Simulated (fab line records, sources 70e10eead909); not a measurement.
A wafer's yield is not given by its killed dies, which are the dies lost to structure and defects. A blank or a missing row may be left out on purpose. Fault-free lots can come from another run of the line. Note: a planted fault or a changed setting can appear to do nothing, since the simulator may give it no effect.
Which tool is to blame? || flow nand harc || 12 lots, 36 wafers sampled, at 5 steps of a route of 1302

WHAT EACH GAUGE READ, for each wafer
NHARC_P_M0_INSPECT_11. Usual: raw defect count 4.6, standard deviation 2.6.
{"lot": "L178", "measured": "day 6 16:37", "on": "defect inspect-01", "raw defect count": "3 3 3", "flag": ""}
{"lot": "L180", "measured": "day 7 16:13", "on": "defect inspect-02", "raw defect count": "3 0 5", "flag": ""}
{"lot": "L181", "measured": "day 8 10:34", "on": "defect inspect-02", "raw defect count": "4 6 4", "flag": ""}
{"lot": "L182", "measured": "day 8 13:49", "on": "defect inspect-01", "raw defect count": "5 3 5", "flag": ""}
{"lot": "L184", "measured": "day 9 08:26", "on": "defect inspect-02", "raw defect count": "9 9 6", "flag": ""}
{"lot": "L186", "measured": "day 10 09:15", "on": "defect inspect-02", "raw defect count": "5 1 2", "flag": ""}
{"lot": "L187", "measured": "day 10 13:55", "on": "defect inspect-02", "raw defect count": "5 2 4", "flag": ""}
{"lot": "L188", "measured": "day 10 21:22", "on": "defect inspect-01", "raw defect count": "8 6 3", "flag": ""}
{"lot": "L189", "measured": "day 12 02:18", "on": "defect inspect-01", "raw defect count": "4 3 4", "flag": ""}
{"lot": "L192", "measured": "day 13 00:17", "on": "defect inspect-01", "raw defect count": "7 2 8", "flag": ""}
{"lot": "L193", "measured": "day 13 02:17", "on": "defect inspect-01", "raw defect count": "6 8 8", "flag": ""}
{"lot": "L199", "measured": "day 15 16:21", "on": "defect inspect-02", "raw defect count": "0 5 3", "flag": ""}

NHARC_END_SORT_01. Usual: killed at array 53, standard deviation 19; killed at other 0.7, standard deviation 1.1; killed at periphery 4.2, standard deviation 2.7; killed dies 58, standard deviation 18; killed open 3.1, standard deviation 1.9; killed short 2.5, standard deviation 1.6.
{"lot": "L180", "measured": "day 25 20:16", "on": "prober-01", "killed at array": "40 51 49", "killed at other": "0 0 0", "killed at periphery": "4 1 5", "killed dies": "44 52 54", "killed open": "4 3 4", "killed short": "3 2 3", "flag": ""}
{"lot": "L186", "measured": "day 28 16:03", "on": "prober-02", "killed at array": "38 51 38", "killed at other": "0 1 3", "killed at periphery": "8 1 8", "killed dies": "46 53 49", "killed open": "2 1 3", "killed short": "4 1 1", "flag": ""}
{"lot": "L189", "measured": "day 30 04:57", "on": "prober-01", "killed at array": "51 49 45", "killed at other": "0 0 0", "killed at periphery": "7 1 3", "killed dies": "58 50 48", "killed open": "7 0 4", "killed short": "1 3 1", "flag": ""}

WHAT TOOL EACH LOT RAN ON (gives the tool, then ch and the chambers of the sampled wafers, and finally the start)
{"lot": "L178", "NHARC_P_GATE_STRIP_95": "plasma asher-02 ch 0,1, day 6 09:03", "NHARC_P_CONTACT_ETCH_35": "rie diel-08 ch 0,1,3, day 6 12:45", "NHARC_P_CONTACT_CMP_24": "cmp-04 ch 0,2, day 6 15:21"}
{"lot": "L180", "NHARC_P_GATE_STRIP_95": "plasma asher-02 ch 0,1, day 7 08:37", "NHARC_P_CONTACT_ETCH_35": "rie diel-08 ch 1,2,3, day 7 12:11", "NHARC_P_CONTACT_CMP_24": "cmp-02 ch 0,1,2, day 7 14:47"}
{"lot": "L181", "NHARC_P_GATE_STRIP_95": "plasma asher-02 ch 0,1, day 8 02:47", "NHARC_P_CONTACT_ETCH_35": "rie diel-12 ch 1,3, day 8 06:31", "NHARC_P_CONTACT_CMP_24": "cmp-02 ch 0,1,2, day 8 09:11"}
{"lot": "L182", "NHARC_P_GATE_STRIP_95": "plasma asher-02 ch 0, day 8 06:10", "NHARC_P_CONTACT_ETCH_35": "rie diel-10 ch 0,3, day 8 09:45", "NHARC_P_CONTACT_CMP_24": "cmp-04 ch 0,1, day 8 12:25"}
{"lot": "L184", "NHARC_P_GATE_STRIP_95": "plasma asher-02 ch 0,1, day 8 23:55", "NHARC_P_CONTACT_ETCH_35": "rie diel-10 ch 0,1,3, day 9 03:53", "NHARC_P_CONTACT_CMP_24": "cmp-02 ch 0,1, day 9 06:59"}
{"lot": "L186", "NHARC_P_GATE_STRIP_95": "plasma asher-02 ch 0,1, day 9 23:38", "NHARC_P_CONTACT_ETCH_35": "rie diel-08 ch 0,2,3, day 10 03:34", "NHARC_P_CONTACT_CMP_24": "cmp-02 ch 1,2,3, day 10 06:11"}
{"lot": "L187", "NHARC_P_GATE_STRIP_95": "plasma asher-02 ch 0,1, day 10 06:04", "NHARC_P_CONTACT_ETCH_35": "rie diel-08 ch 1,2,3, day 10 09:39", "NHARC_P_CONTACT_CMP_24": "cmp-03 ch 0,2,3, day 10 12:17"}
{"lot": "L188", "NHARC_P_GATE_STRIP_95": "plasma asher-02 ch 0, day 10 13:12", "NHARC_P_CONTACT_ETCH_35": "rie diel-12 ch 1,2, day 10 17:20", "NHARC_P_CONTACT_CMP_24": "cmp-03 ch 1,2,3, day 10 20:00"}
{"lot": "L189", "NHARC_P_GATE_STRIP_95": "plasma asher-01 ch 0,1, day 11 18:25", "NHARC_P_CONTACT_ETCH_35": "rie diel-08 ch 1,2,3, day 11 22:19", "NHARC_P_CONTACT_CMP_24": "cmp-02 ch 0,1,2, day 12 00:57"}
{"lot": "L192", "NHARC_P_GATE_STRIP_95": "plasma asher-01 ch 0,1, day 12 16:26", "NHARC_P_CONTACT_ETCH_35": "rie diel-10 ch 0,1, day 12 20:08", "NHARC_P_CONTACT_CMP_24": "cmp-03 ch 0,1, day 12 22:51"}
{"lot": "L193", "NHARC_P_GATE_STRIP_95": "plasma asher-01 ch 0,1, day 12 17:59", "NHARC_P_CONTACT_ETCH_35": "rie diel-12 ch 0,2,3, day 12 21:50", "NHARC_P_CONTACT_CMP_24": "cmp-04 ch 0,1,2, day 13 01:00"}
{"lot": "L199", "NHARC_P_GATE_STRIP_95": "plasma asher-02 ch 0,1, day 15 08:27", "NHARC_P_CONTACT_ETCH_35": "rie diel-08 ch 1,2,3, day 15 12:13", "NHARC_P_CONTACT_CMP_24": "cmp-04 ch 0,2,3, day 15 15:00"}
- NHARC_P_GATE_STRIP_95: strips in O2.
- NHARC_P_CONTACT_ETCH_35: etches the open film in CF4, target depth 39 nm, time 65 s.
- NHARC_P_CONTACT_CMP_24: polishes, t overpolish 30 s, target thk 200 nm.

AS READ BY THE TOOLS THEMSELVES (means over the sampled wafers that have a number; for cases with no such wafer, the mark the record gives instead)
NHARC_P_GATE_STRIP_95. Usual: drypump motor current A 5.6 A, standard deviation 0.38; heater power w 326 W, standard deviation 15; temp c 249.98 C, standard deviation 0.18.
{"lot": "L178", "tool": "plasma asher-02", "drypump motor current A (A)": 5.5, "heater power w (W)": 333, "temp c (C)": 250.02, "flag": ""}
{"lot": "L180", "tool": "plasma asher-02", "drypump motor current A (A)": 5.6, "heater power w (W)": 335, "temp c (C)": 249.95, "flag": ""}
{"lot": "L181", "tool": "plasma asher-02", "drypump motor current A (A)": 5.6, "heater power w (W)": 332, "temp c (C)": 249.95, "flag": ""}
{"lot": "L182", "tool": "plasma asher-02", "drypump motor current A (A)": 5.3, "heater power w (W)": 346, "temp c (C)": 250.01, "flag": ""}
{"lot": "L184", "tool": "plasma asher-02", "drypump motor current A (A)": 5.8, "heater power w (W)": 321, "temp c (C)": 249.88, "flag": ""}
{"lot": "L186", "tool": "plasma asher-02", "drypump motor current A (A)": 5.8, "heater power w (W)": 323, "temp c (C)": 249.85, "flag": ""}
{"lot": "L187", "tool": "plasma asher-02", "drypump motor current A (A)": 5.8, "heater power w (W)": 320, "temp c (C)": 250.11, "flag": ""}
{"lot": "L188", "tool": "plasma asher-02", "drypump motor current A (A)": 5.3, "heater power w (W)": 350, "temp c (C)": 250.09, "flag": ""}
{"lot": "L189", "tool": "plasma asher-01", "drypump motor current A (A)": 5.3, "heater power w (W)": 319, "temp c (C)": 249.95, "flag": ""}
{"lot": "L192", "tool": "plasma asher-01", "drypump motor current A (A)": 5.4, "heater power w (W)": 326, "temp c (C)": 250.25, "flag": ""}
{"lot": "L193", "tool": "plasma asher-01", "drypump motor current A (A)": 5.3, "heater power w (W)": 321, "temp c (C)": 249.79, "flag": ""}
{"lot": "L199", "tool": "plasma asher-02", "drypump motor current A (A)": 5.8, "heater power w (W)": 320, "temp c (C)": 249.74, "flag": ""}

NHARC_P_CONTACT_ETCH_35. Usual: drypump motor current A 5.53 A, standard deviation 0.26; oes product au 1.000 a.u., standard deviation 0.012; rf vpp V 151.4 V, standard deviation 1.4; showerhead plenum p Torr 1.78 Torr, standard deviation 0.079; throttle valve pct 13.284 %, standard deviation 0.0093.
{"lot": "L178", "tool": "rie diel-08", "drypump motor current A (A)": 5.42, "oes product au (a.u.)": 1.009, "rf vpp V (V)": 150.6, "showerhead plenum p Torr (Torr)": 1.78, "throttle valve pct (%)": 13.283, "flag": ""}
{"lot": "L180", "tool": "rie diel-08", "drypump motor current A (A)": 5.42, "oes product au (a.u.)": 1.010, "rf vpp V (V)": 152.0, "showerhead plenum p Torr (Torr)": 1.84, "throttle valve pct (%)": 13.289, "flag": ""}
{"lot": "L181", "tool": "rie diel-12", "drypump motor current A (A)": 5.67, "oes product au (a.u.)": 0.992, "rf vpp V (V)": 151.1, "showerhead plenum p Torr (Torr)": 1.79, "throttle valve pct (%)": 13.296, "flag": ""}
{"lot": "L182", "tool": "rie diel-10", "drypump motor current A (A)": 5.63, "oes product au (a.u.)": 0.998, "rf vpp V (V)": 150.6, "showerhead plenum p Torr (Torr)": 1.75, "throttle valve pct (%)": 13.281, "flag": ""}
{"lot": "L184", "tool": "rie diel-10", "drypump motor current A (A)": 5.59, "oes product au (a.u.)": 0.998, "rf vpp V (V)": 152.4, "showerhead plenum p Torr (Torr)": 1.81, "throttle valve pct (%)": 13.285, "flag": ""}
{"lot": "L186", "tool": "rie diel-08", "drypump motor current A (A)": 5.33, "oes product au (a.u.)": 1.008, "rf vpp V (V)": 150.9, "showerhead plenum p Torr (Torr)": 1.78, "throttle valve pct (%)": 13.276, "flag": ""}
{"lot": "L187", "tool": "rie diel-08", "drypump motor current A (A)": 5.42, "oes product au (a.u.)": 1.002, "rf vpp V (V)": 152.4, "showerhead plenum p Torr (Torr)": 1.84, "throttle valve pct (%)": 13.280, "flag": ""}
{"lot": "L188", "tool": "rie diel-12", "drypump motor current A (A)": 5.69, "oes product au (a.u.)": 0.992, "rf vpp V (V)": 150.5, "showerhead plenum p Torr (Torr)": 1.69, "throttle valve pct (%)": 13.280, "flag": ""}
{"lot": "L189", "tool": "rie diel-08", "drypump motor current A (A)": 5.40, "oes product au (a.u.)": 1.007, "rf vpp V (V)": 151.5, "showerhead plenum p Torr (Torr)": 1.84, "throttle valve pct (%)": 13.283, "flag": ""}
{"lot": "L192", "tool": "rie diel-10", "drypump motor current A (A)": 5.58, "oes product au (a.u.)": 1.008, "rf vpp V (V)": 152.7, "showerhead plenum p Torr (Torr)": 1.88, "throttle valve pct (%)": 13.280, "flag": ""}
{"lot": "L193", "tool": "rie diel-12", "drypump motor current A (A)": 5.65, "oes product au (a.u.)": 1.006, "rf vpp V (V)": 150.7, "showerhead plenum p Torr (Torr)": 1.73, "throttle valve pct (%)": 13.290, "flag": ""}
{"lot": "L199", "tool": "rie diel-08", "drypump motor current A (A)": 5.41, "oes product au (a.u.)": 1.003, "rf vpp V (V)": 152.0, "showerhead plenum p Torr (Torr)": 1.84, "throttle valve pct (%)": 13.281, "flag": ""}

NHARC_P_CONTACT_CMP_24. Usual: motor current A 12.4 A, standard deviation 1.3; overpolish run s 30.000 s, standard deviation 0.0086; time to endpoint s 40.6 s, standard deviation 3.
{"lot": "L178", "tool": "cmp-04", "motor current A (A)": 10.4, "overpolish run s (s)": 29.995, "time to endpoint s (s)": 40.9, "flag": ""}
{"lot": "L180", "tool": "cmp-02", "motor current A (A)": 12.5, "overpolish run s (s)": 29.994, "time to endpoint s (s)": 43.0, "flag": ""}
{"lot": "L181", "tool": "cmp-02", "motor current A (A)": 12.5, "overpolish run s (s)": 30.003, "time to endpoint s (s)": 38.8, "flag": ""}
{"lot": "L182", "tool": "cmp-04", "motor current A (A)": 11.7, "overpolish run s (s)": 29.999, "time to endpoint s (s)": 41.8, "flag": ""}
{"lot": "L184", "tool": "cmp-02", "motor current A (A)": 12.2, "overpolish run s (s)": 29.996, "time to endpoint s (s)": 43.0, "flag": ""}
{"lot": "L186", "tool": "cmp-02", "motor current A (A)": 12.7, "overpolish run s (s)": 30.002, "time to endpoint s (s)": 43.4, "flag": ""}
{"lot": "L187", "tool": "cmp-03", "motor current A (A)": 13.0, "overpolish run s (s)": 29.997, "time to endpoint s (s)": 37.6, "flag": ""}
{"lot": "L188", "tool": "cmp-03", "motor current A (A)": 12.8, "overpolish run s (s)": 29.992, "time to endpoint s (s)": 38.3, "flag": ""}
{"lot": "L189", "tool": "cmp-02", "motor current A (A)": 12.1, "overpolish run s (s)": 30.002, "time to endpoint s (s)": 41.1, "flag": ""}
{"lot": "L192", "tool": "cmp-03", "motor current A (A)": 12.6, "overpolish run s (s)": 30.000, "time to endpoint s (s)": 33.4, "flag": ""}
{"lot": "L193", "tool": "cmp-04", "motor current A (A)": 12.9, "overpolish run s (s)": 29.997, "time to endpoint s (s)": 36.9, "flag": ""}
{"lot": "L199", "tool": "cmp-04", "motor current A (A)": 11.5, "overpolish run s (s)": 30.002, "time to endpoint s (s)": 37.5, "flag": ""}

THE ANSWER, worked out from the rows above alone
Rule: lot off if the mean of its wafers having a number is beyond 3 standard deviations from the usual mean. Also off: a lot with no number at a reading for which 4 or more lots have one. All remaining lots with rows at the step are treated as sound. The gauges are gone through in route order, then the tools' own readings, and for those a lot's mean is taken as printed above. The first step at which some lot is off is used, and at that step the reading that is off furthest; a lot without a number counts as furthest.
Nothing can be told from this: no lot is off at any reading shown.

WHAT THE SIMULATOR HAD INSERTED
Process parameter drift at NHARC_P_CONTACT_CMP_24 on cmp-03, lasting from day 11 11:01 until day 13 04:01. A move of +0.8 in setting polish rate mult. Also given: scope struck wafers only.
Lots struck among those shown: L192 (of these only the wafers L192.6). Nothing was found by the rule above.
